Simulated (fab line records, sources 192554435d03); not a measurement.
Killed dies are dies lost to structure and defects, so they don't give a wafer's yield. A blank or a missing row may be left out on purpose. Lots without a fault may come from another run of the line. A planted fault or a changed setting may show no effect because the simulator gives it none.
fab line records | flow n5_finfet
record lots=7 wafers=18 last_day=18
route steps=1938 shown BEOL_M2@872 BEOL_M4@1111 PASSIVATION@1936
lots that met no fault: from a run of the same line without faults
start_h: hours from the record's first day to the start of the lot's first wafer shown | wait_h: hours since the lot's step before | " the same as in the row above | L1.1+2: a row that stands for several wafers | - no value, or no start given | * or withheld: withheld | < > ~ a bound
route shown NAME@n: a module of which the file shows steps, and the number in the route of the first | usual: mean/standard deviation of fault-free wafers | same: alike in all rows | chamber/n: place in a boat | sites: the reading at each site | _std_site: their standard deviation | _edge_site: outer sites' mean less inner sites' | radius_mm: how far each site lies from the wafer's centre | mask NAME#n: copy n | behind: the tool/chamber that last shaped the wafer | hold: why the lot was held/for how many hours/how that ended | device: the transistor (n, p or np) that didn't switch | end of line: the same wafers' tests at the end of the route | a step without rows: its recipe alone | killed: dies lost to structure and defects at the first sort, not the wafer's yield | map: a wafer's dies, x killed, . not, _ none there
set.NAME: the setting as run; set.NAME@STEP: as run at that earlier step | model.NAME: the simulator's own value behind a step, which no gauge read
lots at some steps of the route; a table a step, a row a wafer
services: from which hour (start_h, from the record's first day; less than 0 if before it) a tool's chamber was out of use, for how many hours, and why
## steps
# step N5_BEOL_M2_SOFTBAKE_23
# recipe temp_c=110 time_s=60 resist=CAR-EUV
# step N5_BEOL_M2_EXPOSE_25
# recipe mask_id=V1 na=0.33 source_shape=quasar sigma_inner=0.2 sigma_outer=0.8 polarization=unpolarized defocus_nm=5 dose_mj=63
# step N5_BEOL_M2_PEB_26
# recipe peb_temp_c=100 peb_time_s=60 resist=CAR-EUV
# step N5_BEOL_M2_DEVELOP_27
# recipe develop_time_s=30 developer=TMAH resist=CAR-EUV rinse_liquid=surfactant_rinse dry=air_spin dev_temp_c=23
# step N5_BEOL_M2_CD_MEAS_28
# recipe target_cd_nm=26.2 landing_energy_ev=500 detector=se_inlens target_cd_y_nm=24.1 polarity=opening
# usual cd_nm=26.17/0.22
# same landing_energy_ev=500
# columns lot.wafer tool chamber start_h wait_h cd_nm
L726.1 cd_sem-03 0 138.83 - 26.47
L726.4 " 0 " " 26.22
L726.5 " 0 " " 26.49
L737.1 cd_sem-02 0 203.43 - 26.27
L737.2 " 0 " " 26.21
L737.5 " 0 " " 26.34
L742.2 cd_sem-01 0 227.11 - 26.57
L742.4 " 0 " " 26.26
L745.5 cd_sem-01 0 245.03 - 26.12
L745.6 " 0 " " 26.33
L744.2 cd_sem-02 0 249.48 - 26.57
L744.6 " 0 " " 26.07
L748.2 cd_sem-03 0 282.35 - 26.18
L748.3 " 0 " " 26.49
L748.4 " 0 " " 25.72
L749.2 cd_sem-03 0 282.81 - 25.99
L749.4 " 0 " " 26.10
L749.6 " 0 " " 25.95
# step N5_BEOL_M2_OVL_MEAS_29
# recipe points_per_wafer=522
# usual V1_OVL=-0.3/0.66
# columns lot.wafer tool chamber start_h wait_h V1_OVL[nm]
L726.1 overlay-01 0 138.86 0.0 -1.1
L726.4 " 0 " " -0.4
L726.5 " 0 " " -0.9
L737.1 overlay-02 0 203.46 0.0 0.3
L737.2 " 0 " " 0.1
L737.5 " 0 " " 0.5
L742.2 overlay-02 0 227.14 0.0 -0.2
L742.4 " 0 " " -1.5
L745.5 overlay-01 0 245.08 0.0 -0.8
L745.6 " 0 " " -0.4
L744.2 overlay-02 0 249.51 0.0 1.2
L744.6 " 0 " " 0.5
L748.2 overlay-01 0 282.38 0.0 0.1
L748.3 " 0 " " 0.3
L748.4 " 0 " " 1.4
L749.2 overlay-01 0 282.84 0.0 -0.6
L749.4 " 0 " " -0.5
L749.6 " 0 " " 0.0
# step N5_BEOL_M2_INSPECT_30
# recipe mode=adi inspect_instrument=brightfield
# usual raw_defect_count=403/92
# columns lot.wafer tool chamber start_h wait_h raw_defect_count
L726.1 defect_inspect-02 - 138.92 0.1 417
L726.4 " - " " 428
L726.5 " - " " 463
L737.1 defect_inspect-02 - 203.52 0.1 389
L737.2 " - " " 399
L737.5 " - " " 314
L742.2 defect_inspect-01 - 227.20 0.0 304
L742.4 " - " " 352
L745.5 defect_inspect-01 - 245.11 0.0 413
L745.6 " - " " 370
L744.2 defect_inspect-01 - 249.57 0.0 312
L744.6 " - " " 531
L748.2 defect_inspect-02 - 282.43 0.0 381
L748.3 " - " " 330
L748.4 " - " " 355
L749.2 defect_inspect-02 - 282.90 0.0 448
L749.4 " - " " 439
L749.6 " - " " 341
# step N5_BEOL_M2_DESCUM_33
# recipe chemistry=O2 time_s=7 source_power_w=50 bias_power_w=20 pressure_mtorr=20 rf_frequency_hz=2.712e+07 temp_c=40 resist=CAR-EUV o2_flow_sccm=225
# usual bias_power_w=20.00/0.06 drypump_motor_current_A=5.9/0.41 o2_flow_sccm=224.9/0.61 oes_product_au=0.79/0.093 rf_vpp_V=243.1/1.4 showerhead_plenum_p_Torr=2.09/0.068 throttle_valve_pct=20.29/0.25
# columns lot.wafer tool chamber start_h wait_h bias_power_w drypump_motor_current_A o2_flow_sccm oes_product_au rf_hours_counter_h rf_vpp_V showerhead_plenum_p_Torr throttle_valve_pct
L726.1 rie_diel-03 0 138.96 0.0 19.99 6.3 225.1 0.69 242 243.2 2.06 20.26
L726.4 " 1 " " 20.08 5.8 224.2 0.73 186 244.4 2.18 20.37
L726.5 " 3 " " 19.94 6.3 224.8 0.71 - 243.6 2.08 20.74
L737.1 rie_diel-03 2 203.56 0.0 19.95 6.4 224.9 0.71 207 240.6 1.99 20.37
L737.2 " 1 " " 20.12 5.8 224.2 0.71 214 243.6 2.17 20.42
L737.5 " 1 " " 20.12 5.8 225.0 0.72 - 244.5 2.17 20.40
L742.2 rie_diel-01 0 227.31 0.1 19.94 6.2 225.6 0.91 22 243.6 2.13 19.84
L742.4 " 2 " " 20.02 5.6 224.8 0.74 - 244.5 2.07 20.08
L745.5 rie_diel-01 0 245.16 0.0 19.89 6.2 224.4 0.89 - 243.9 2.13 19.87
L745.6 " 3 " " 20.11 6.2 224.5 0.82 - 244.9 2.21 20.15
L744.2 rie_diel-03 2 249.62 0.1 19.99 6.4 225.7 0.69 226 241.8 1.98 20.39
L744.6 " 0 " " 19.96 6.3 226.1 0.90 - 242.7 2.05 19.92
L748.2 rie_diel-02 2 282.56 0.1 19.95 5.6 225.7 0.87 52 242.6 2.13 20.67
L748.3 " 0 " " 20.07 5.5 226.2 0.75 144 244.0 2.08 20.00
L748.4 " 3 " " 19.98 5.9 224.2 0.76 131 241.7 2.09 20.44
L749.2 rie_diel-03 2 282.93 0.0 20.02 6.4 225.2 0.69 236 241.8 1.98 20.43
L749.4 " 3 " " 19.95 6.3 224.1 0.92 16 242.7 2.06 20.43
L749.6 " 1 " " 20.07 5.8 224.6 0.69 - 243.8 2.16 20.48
# step N5_BEOL_M2_ETCH_77
# recipe chemistry=N2/H2 target=underlayer target_depth_a=65 mask_material=CAR-EUV time_s=5.2 ion_energy_ev=200 pressure_mtorr=30 source_w=840 bias_w=150 n2_flow_sccm=200 h2_flow_sccm=200 ends=cleared
# usual bias_w=150.0/0.47 drypump_motor_current_A=5.9/0.42 etch_rf_on_time_s=5.17/0.064 h2_flow_sccm=200.0/0.6 oes_product_au=0.68/0.079 rf_vpp_V=523.8/2.6 showerhead_plenum_p_Torr=2.54/0.08 throttle_valve_pct=17.74/0.23
# columns lot.wafer tool chamber start_h wait_h bias_w drypump_motor_current_A etch_rf_on_time_s h2_flow_sccm oes_product_au rf_hours_counter_h rf_vpp_V showerhead_plenum_p_Torr throttle_valve_pct
L726.1 rie_diel-03 0 138.99 0.0 149.3 6.3 5.40 199.6 0.58 242 521.9 2.50 17.71
L726.4 " 1 " " 151.0 5.8 5.20 199.3 0.61 186 526.5 2.64 17.80
L726.5 " 3 " " 150.6 6.3 5.28 200.2 0.60 - 522.7 2.52 18.24
L737.1 rie_diel-03 2 203.59 0.0 149.6 6.4 5.19 199.8 0.61 207 519.1 2.41 17.78
L737.2 " 1 " " 150.1 5.8 5.08 200.7 0.61 214 526.4 2.63 17.83
L737.5 " 1 " " 149.9 5.8 5.17 201.1 0.60 - 527.4 2.63 17.87
L742.2 rie_diel-01 0 227.35 0.0 149.8 6.2 5.13 200.2 0.78 22 524.7 2.60 17.32
L742.4 " 2 " " 149.9 5.6 5.16 199.8 0.64 - 521.3 2.52 17.64
L745.5 rie_diel-01 0 245.19 0.0 149.9 6.2 5.07 201.0 0.78 - 523.9 2.60 17.31
L745.6 " 3 " " 150.4 6.2 5.12 199.9 0.71 - 530.2 2.68 17.58
L744.2 rie_diel-03 2 249.65 0.0 149.7 6.4 5.11 200.4 0.60 226 519.9 2.41 17.84
L744.6 " 0 " " 151.1 6.3 5.20 200.9 0.78 - 521.0 2.49 17.34
L748.2 rie_diel-02 2 282.60 0.0 150.3 5.6 5.19 199.9 0.74 52 525.3 2.58 18.00
L748.3 " 0 " " 149.5 5.5 5.14 200.5 0.66 144 524.3 2.54 17.58
L748.4 " 3 " " 150.4 5.9 5.19 199.2 0.65 131 522.8 2.55 17.89
L749.2 rie_diel-03 2 282.97 0.0 150.2 6.4 5.16 199.5 0.60 236 521.2 2.40 17.84
L749.4 " 3 " " 150.3 6.3 5.12 200.2 0.78 16 523.2 2.50 17.87
L749.6 " 1 " " 150.4 5.8 5.19 199.1 0.59 - 525.5 2.61 17.87
# step N5_BEOL_M2_ETCH_69
# recipe chemistry=CF4 target=SiARC target_depth_a=156 mask_material=CAR-EUV time_s=26 ion_energy_ev=80 pressure_mtorr=40 source_w=545 bias_w=36 Ar_flow_sccm=100 cf4_flow_sccm=100 ends=cleared
# usual bias_w=36.01/0.13 drypump_motor_current_A=5.9/0.42 etch_rf_on_time_s=25.9/0.37 oes_product_au=0.68/0.079 rf_vpp_V=183.9/1.1 showerhead_plenum_p_Torr=2.14/0.065 throttle_valve_pct=15.49/0.24
# columns lot.wafer tool chamber start_h wait_h bias_w drypump_motor_current_A etch_rf_on_time_s oes_product_au rf_hours_counter_h rf_vpp_V showerhead_plenum_p_Torr throttle_valve_pct
L726.1 rie_diel-03 0 139.01 0.0 36.06 6.3 26.7 0.58 242 184.2 2.11 15.53
L726.4 " 1 " " 35.92 5.8 26.1 0.63 186 185.3 2.21 15.55
L726.5 " 3 " " 36.14 6.3 26.2 0.60 - 182.4 2.12 15.91
L737.1 rie_diel-03 2 203.61 0.0 35.79 6.4 25.9 0.61 207 182.7 2.03 15.55
L737.2 " 1 " " 35.94 5.8 26.0 0.60 214 183.7 2.20 15.60
L737.5 " 1 " " 35.94 5.8 26.0 0.61 - 184.9 2.20 15.61
L742.2 rie_diel-01 0 227.37 0.0 36.21 6.2 24.9 0.79 22 184.8 2.18 15.04
L742.4 " 2 " " 36.11 5.6 25.4 0.64 - 183.4 2.12 15.38
L745.5 rie_diel-01 0 245.23 0.0 35.79 6.2 25.5 0.78 - 184.9 2.18 15.07
L745.6 " 3 " " 36.19 6.2 26.0 0.71 - 185.1 2.25 15.29
L744.2 rie_diel-03 2 249.67 0.0 35.94 6.4 25.9 0.60 226 182.9 2.02 15.61
L744.6 " 0 " " 35.95 6.3 26.2 0.77 - 182.9 2.10 15.10
L748.2 rie_diel-02 2 282.62 0.0 35.92 5.6 25.6 0.75 52 184.4 2.18 15.80
L748.3 " 0 " " 35.98 5.4 25.3 0.65 144 183.6 2.14 15.27
L748.4 " 3 " " 36.28 5.8 25.8 0.65 131 184.7 2.15 15.68
L749.2 rie_diel-03 2 282.98 0.0 35.85 6.4 26.2 0.59 236 182.3 2.02 15.63
L749.4 " 3 " " 35.97 6.3 25.7 0.79 16 183.3 2.11 15.52
L749.6 " 1 " " 36.12 5.8 26.1 0.59 - 186.6 2.19 15.68
# step N5_BEOL_M2_ALD_98
# recipe material=SiO2 target_thk_a=25 temp_c=100 ald_precursor_family=BDEAS ald_co_reactant=O2-plasma pulse_time_s=1 co_reactant_pulse_time_s=1 purge_time_s=2 co_reactant_purge_time_s=2 ald_cycles=17 pressure_torr=2
# usual heater_power_w=79/6.4 precursor_pulse_height_rel=0.998/0.018
# columns lot.wafer tool chamber start_h wait_h heater_power_w precursor_pulse_height_rel
L726.1 ald_sin-03 3 139.09 0.1 76 0.997
L726.4 " 1 " " 78 0.961
L726.5 " 0 " " 81 0.987
L737.1 ald_sin-04 2 203.69 0.1 79 0.999
L737.2 " 3 " " 62 1.016
L737.5 " 3 " " 61 0.992
L742.2 ald_sin-04 1 227.53 0.1 63 0.977
L742.4 " 3 " " 61 0.980
L745.5 ald_sin-03 3 245.93 0.7 79 0.999
L745.6 " 2 " " 86 1.033
L744.2 ald_sin-03 2 249.75 0.1 84 0.973
L744.6 " 1 " " 81 0.984
L748.2 ald_sin-02 1 282.70 0.1 75 1.013
L748.3 " 0 " " 79 0.984
L748.4 " 2 " " 81 0.993
L749.2 ald_sin-02 0 283.10 0.1 80 0.982
L749.4 " 1 " " 75 0.990
L749.6 " 3 " " 72 1.023
# step N5_BEOL_M2_ETCHBACK_99
# recipe chemistry=CHF3 target=SiO2 target_depth_a=50 time_s=10.4 source_w=215 bias_w=47 Ar_flow_sccm=200 CHF3_flow_sccm=12 ion_energy_ev=100 pressure_mtorr=30
# usual CHF3_flow_sccm=12.00/0.037 bias_w=47.00/0.14 drypump_motor_current_A=5.9/0.4 oes_product_au=0.81/0.095 rf_vpp_V=239.8/2.6 showerhead_plenum_p_Torr=2.15/0.071 throttle_valve_pct=16.89/0.22
# columns lot.wafer tool chamber start_h wait_h CHF3_flow_sccm bias_w drypump_motor_current_A oes_product_au rf_hours_counter_h rf_vpp_V showerhead_plenum_p_Torr throttle_valve_pct
L726.1 rie_diel-01 0 139.36 0.2 12.01 47.23 6.2 0.68 247 237.1 2.21 16.94
L726.4 " 1 " " 11.97 47.19 5.9 0.92 16 238.2 2.10 16.78
L726.5 " 1 " " 12.07 47.14 5.9 0.92 - 238.1 2.11 16.78
L737.1 rie_diel-03 1 207.89 4.2 12.02 46.95 5.8 0.71 215 240.8 2.22 17.04
L737.2 " 2 " " 11.92 47.11 6.4 0.72 208 243.3 2.04 17.03
L737.5 " 0 " " 12.00 46.84 6.3 0.97 - 241.4 2.11 16.52
L742.2 rie_diel-03 1 228.74 1.2 12.01 46.99 5.8 0.71 225 241.2 2.21 17.06
L742.4 " 1 " " 11.99 47.01 5.8 0.70 - 240.3 2.21 17.06
L745.5 rie_diel-03 3 246.29 0.3 12.03 46.81 6.3 0.96 - 238.1 2.13 17.02
L745.6 " 2 " " 12.01 46.97 6.4 0.70 - 242.9 2.03 17.04
L744.2 rie_diel-03 3 250.42 0.6 12.01 47.03 6.3 0.95 7 237.7 2.13 17.02
L744.6 " 1 " " 11.98 46.95 5.8 0.70 - 240.9 2.21 17.07
L748.2 rie_diel-02 3 283.74 1.0 11.99 46.98 5.8 0.76 131 242.7 2.17 17.18
L748.3 " 1 " " 11.98 46.86 4.8 0.98 4 242.8 2.30 16.62
L748.4 " 0 " " 12.02 46.94 5.5 0.76 144 240.0 2.16 16.76
L749.2 rie_diel-02 2 286.88 3.7 12.01 46.87 5.6 0.87 53 237.8 2.19 17.26
L749.4 " 1 " " 12.00 46.99 4.8 0.98 5 244.4 2.30 16.62
L749.6 " 1 " " 11.96 47.02 4.8 0.96 - 243.5 2.30 16.63
# step N5_BEOL_M2_ETCH_70
# recipe chemistry=N2/H2 target=SOC target_depth_a=800 overetch_a=240 mask_material=SiARC temp_c=40 time_s=130 ion_energy_ev=200 pressure_mtorr=30 source_w=840 bias_w=150 n2_flow_sccm=200 h2_flow_sccm=200
# usual bias_w=150.0/0.44 drypump_motor_current_A=5.9/0.4 h2_flow_sccm=200.0/0.57 oes_product_au=0.60/0.068 rf_vpp_V=524.0/2.4 showerhead_plenum_p_Torr=2.54/0.083 throttle_valve_pct=17.64/0.21
# columns lot.wafer tool chamber start_h wait_h bias_w drypump_motor_current_A h2_flow_sccm oes_product_au rf_hours_counter_h rf_vpp_V showerhead_plenum_p_Torr throttle_valve_pct model.SiARC_of_BEOL_M2_COAT_68.thk_nm
L726.1 rie_diel-01 0 139.39 0.0 150.0 6.2 198.8 0.51 247 525.4 2.61 17.65 6
L726.4 " 1 " " 150.2 5.8 200.7 0.68 16 523.4 2.49 17.61 5.8
L726.5 " 1 " " 150.7 5.9 200.1 0.67 - 521.5 2.49 17.62 5.8
L737.1 rie_diel-03 1 207.93 0.0 150.7 5.8 199.8 0.52 215 526.9 2.63 17.79 5.8
L737.2 " 2 " " 149.9 6.4 199.8 0.52 208 521.2 2.41 17.75 5.6
L737.5 " 0 " " 150.4 6.3 199.8 0.71 - 523.1 2.50 17.27 5.8
L742.2 rie_diel-03 1 228.78 0.0 149.4 5.8 200.1 0.52 225 525.5 2.62 17.80 5.8
L742.4 " 1 " " 150.0 5.8 200.4 0.51 - 525.9 2.62 17.82 7.6
L745.5 rie_diel-03 3 246.35 0.0 150.9 6.3 200.1 0.69 - 523.0 2.51 17.80 5.8
L745.6 " 2 " " 149.8 6.4 200.5 0.52 - 520.8 2.41 17.78 7.6
L744.2 rie_diel-03 3 250.45 0.0 150.1 6.3 201.4 0.69 7 523.8 2.51 17.83 5.8
L744.6 " 1 " " 150.3 5.8 200.0 0.51 - 525.8 2.62 17.83 7.6
L748.2 rie_diel-02 3 283.78 0.0 149.7 5.9 200.0 0.56 131 525.2 2.55 17.83 6
L748.3 " 1 " " 150.2 4.8 199.1 0.72 4 530.7 2.72 17.46 5.8
L748.4 " 0 " " 151.1 5.5 199.1 0.56 144 523.9 2.54 17.55 5.8
L749.2 rie_diel-02 2 286.92 0.0 149.5 5.7 199.5 0.64 53 524.9 2.58 17.96 5.8
L749.4 " 1 " " 149.6 4.8 198.7 0.71 5 529.2 2.72 17.48 5.8
L749.6 " 1 " " 150.0 4.8 199.0 0.71 - 530.1 2.72 17.48 5.8
# step N5_BEOL_M2_STRIP_71
# recipe chemistry=N2/H2 temp_c=40 n2_flow_sccm=200 h2_flow_sccm=200 rf_frequency_hz=6e+07
# step N5_BEOL_M4_RC_MEAS_101
# usual DIBL_N=36.4/1.2 DIBL_P=36.1/1.6 IOFF_N=0.156/0.024 IOFF_P=0.21/0.031 ION_N=674/11 ION_P=463/6.9 SS_N=71.5/0.5 SS_P=73.2/0.55 VT_N=250.0/2.9 VT_P=-250/3.6
# columns lot.wafer tool chamber start_h wait_h DIBL_N[mV/V] DIBL_P[mV/V] IOFF_N[nA/um] IOFF_P[nA/um] ION_N[uA/um] ION_P[uA/um] SS_N[mV/dec] SS_P[mV/dec] VT_N[mV] VT_P[mV]
L726.1 prober-02 0 166.45 0.0 36.9 38.1 0.169 0.21 688 473 71.6 73.5 247.5 -249
L726.4 " 0 " " 34.8 35.0 0.131 0.17 672 470 70.6 72.4 254.2 -254
L726.5 " 0 " " 35.9 36.5 0.152 0.19 681 467 71.8 72.9 246.5 -251
L737.1 prober-02 0 232.40 0.0 39.6 39.9 0.216 0.30 697 481 71.5 73.4 246.6 -245
L737.2 " 0 " " 38.9 38.7 0.189 0.25 686 472 72.1 73.6 247.5 -247
L737.5 " 0 " " 38.9 38.0 0.180 0.25 675 465 72.3 73.4 249.4 -246
L742.2 prober-01 0 255.72 0.2 38.5 37.1 0.172 0.22 673 461 72.1 73.4 249.0 -252
L742.4 " 0 " " 36.7 34.3 0.137 0.18 659 454 71.8 72.5 252.5 -251
L745.5 prober-01 0 277.41 0.6 35.7 33.8 0.141 0.20 665 464 71.8 72.6 247.6 -250
L745.6 " 0 " " 36.7 35.3 0.153 0.23 662 464 71.7 73.0 249.8 -246
L744.2 prober-01 0 282.85 0.2 35.0 36.0 0.119 0.17 666 458 71.1 72.8 255.6 -253
L744.6 " 0 " " 34.4 35.3 0.112 0.17 657 457 70.8 72.4 257.3 -256
L748.2 prober-02 0 314.79 0.2 36.5 37.3 0.168 0.22 673 464 71.8 73.5 247.5 -250
L748.3 " 0 " " 38.1 38.8 0.196 0.24 689 466 71.8 74.1 246.7 -246
L748.4 " 0 " " 35.9 35.8 0.140 0.19 659 459 71.7 73.5 252.1 -250
L749.2 prober-01 0 314.90 0.2 37.0 36.9 0.183 0.20 695 463 72.7 73.8 246.0 -251
L749.4 " 0 " " 36.7 36.2 0.167 0.18 680 458 71.1 73.9 249.4 -254
L749.6 " 0 " " 35.6 35.2 0.154 0.17 679 457 72.1 73.0 247.6 -254
# step N5_PASSIVATION_PROBE_49
# usual defect_limited_yield=91.4/1.5 killed_at_M0_to_M3=31/11 killed_at_M4_up=13/5.5 killed_at_contacts=13/6.3 killed_at_front_end=40/13 killed_at_other=3.3/2.6 killed_dies=101/18 killed_on_rim=13/4 killed_open=67/13 killed_short=33/7.9 sort_bin_5_function=5.1/1 sort_bin_6_memory=3.2/0.68 sort_n_pass=1079/18 sort_yield_pct=91.4/1.5
# same gross_dies=1180 killed_at_back_side=0 sort_bin_4_leakage[%]=0 sort_bin_8_speed[%]=0
# columns lot.wafer tool chamber start_h wait_h defect_limited_yield[%] killed_at_M0_to_M3 killed_at_M4_up killed_at_contacts killed_at_front_end killed_at_other killed_dies killed_on_rim killed_open killed_short sort_bin_5_function[%] sort_bin_6_memory[%] sort_n_pass sort_yield_pct[%]
L742.2 prober-02 - 359.11 0.1 87.9 47 10 11 69 6 143 22 91 52 6.1 5.2 1037 87.9
L742.4 prober-02 - 359.21 0.2 88.3 54 23 20 39 2 138 17 92 46 7.0 4.1 1042 88.3
L745.5 prober-02 - 370.23 0.2 92.5 11 19 11 45 2 88 5 65 22 4.6 2.7 1092 92.5
L745.6 prober-02 - 370.28 0.3 93.8 14 15 19 22 3 73 9 48 24 3.2 2.9 1107 93.8
L744.2 prober-01 - 379.79 0.1 92.2 25 6 16 42 3 92 11 58 32 4.4 3.0 1088 92.2
# killed by level:class
L742.2 FIN_SAQP:geometric_particle:open=15 STI_FIN_REVEAL:geometric_particle:open=13 BEOL_M3:geometric_particle:open=12 BEOL_M0_SAQP:geometric_particle:short=11 FIN_SAQP:geometric_particle:short=10 MOL_CONTACT_COAG:geometric_particle:open=9 STI_FIN_REVEAL:geometric_particle:short=8 BEOL_M2:geometric_particle:open=6
L742.4 MOL_CONTACT_COAG:geometric_particle:open=14 BEOL_M4:geometric_particle:open=12 BEOL_M0_SAQP:geometric_particle:short=11 BEOL_M0_SAQP:geometric_particle:open=11 BEOL_M1:geometric_particle:open=11 FIN_SAQP:geometric_particle:open=9 BEOL_M3:geometric_particle:open=8 FIN_SAQP:geometric_particle:short=7
L745.5 STI_FIN_REVEAL:geometric_particle:open=19 MOL_CONTACT_COAG:geometric_particle:open=7 BEOL_M5:geometric_particle:open=6 FIN_SAQP:geometric_particle:short=5 GATE_CUT:geometric_particle:short=4 MOL_CONTACT_COAG:geometric_particle:short=4 BEOL_M2:geometric_particle:open=4 BEOL_M4:geometric_particle:open=4
L745.6 MOL_CONTACT_COAG:geometric_particle:open=16 STI_FIN_REVEAL:geometric_particle:open=7 BEOL_M4:geometric_particle:open=5 BEOL_M0:geometric_particle:short=4 BEOL_M2:geometric_particle:open=4 MOL_CONTACT_COAG:geometric_particle:short=3 BEOL_M0_SAQP:geometric_particle:short=3 BEOL_M6:geometric_particle:open=3
L744.2 MOL_CONTACT_COAG:geometric_particle:open=13 FIN_SAQP:geometric_particle:open=11 FIN_SAQP:geometric_particle:short=7 BEOL_M1:geometric_particle:open=7 DUMMY_GATE:geometric_particle:open=5 GATE_CUT:geometric_particle:short=5 BEOL_M0_SAQP:geometric_particle:short=5 BEOL_M0_SAQP:geometric_particle:open=4
## services
# columns tool chamber start_h hours kind
rie_diel-01 1 121.69 7.3 repair
ald_sin-02 - 141.74 6.1 pm
rie_diel-02 3 152.96 1.8 repair
rie_diel-03 0 165.62 14.4 repair
rie_diel-01 1 172.82 7.6 repair
rie_diel-02 0 174.77 2.9 repair
ald_sin-04 - 176.75 14.0 pm
rie_diel-03 0 180.07 - clean
rie_diel-03 0 180.07 - consumable_replace:focus_ring
rie_diel-03 0 180.07 19.5 scheduled_down
rie_diel-03 0 180.07 19.5 vent_cycle
ald_sin-04 1 190.95 2.4 repair
rie_diel-03 3 199.55 - clean
rie_diel-03 3 199.55 - consumable_replace:focus_ring
rie_diel-03 3 199.55 31.3 scheduled_down
rie_diel-03 3 199.55 31.3 vent_cycle
rie_diel-01 3 225.93 4.2 repair
ald_sin-04 1 233.81 1.8 repair
rie_diel-02 1 238.88 - clean
rie_diel-02 1 238.88 - consumable_replace:focus_ring
rie_diel-02 1 238.88 - consumable_replace:showerhead
rie_diel-02 1 238.88 29.3 scheduled_down
ald_sin-04 1 241.12 2.7 repair
ald_sin-02 - 268.43 14.0 pm
## key
first_sign none at tools or gauges
model_effect step=N5_BEOL_M2_ETCH_70 value=SiARC_of_BEOL_M2_COAT_68.thk_nm without=5.8 struck=7.6
met_at N5_BEOL_M2_ETCH_70
struck_wafers L742.4,L744.6,L745.6
onset_between 207.93 228.78
fault kind=process_parameter_drift tool=rie_diel-03 chamber=- onset_h=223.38 steps=N5_BEOL_M2_ETCH_70 channel=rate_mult offset=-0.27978 shape=step end_h=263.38 scope=struck_wafers_only
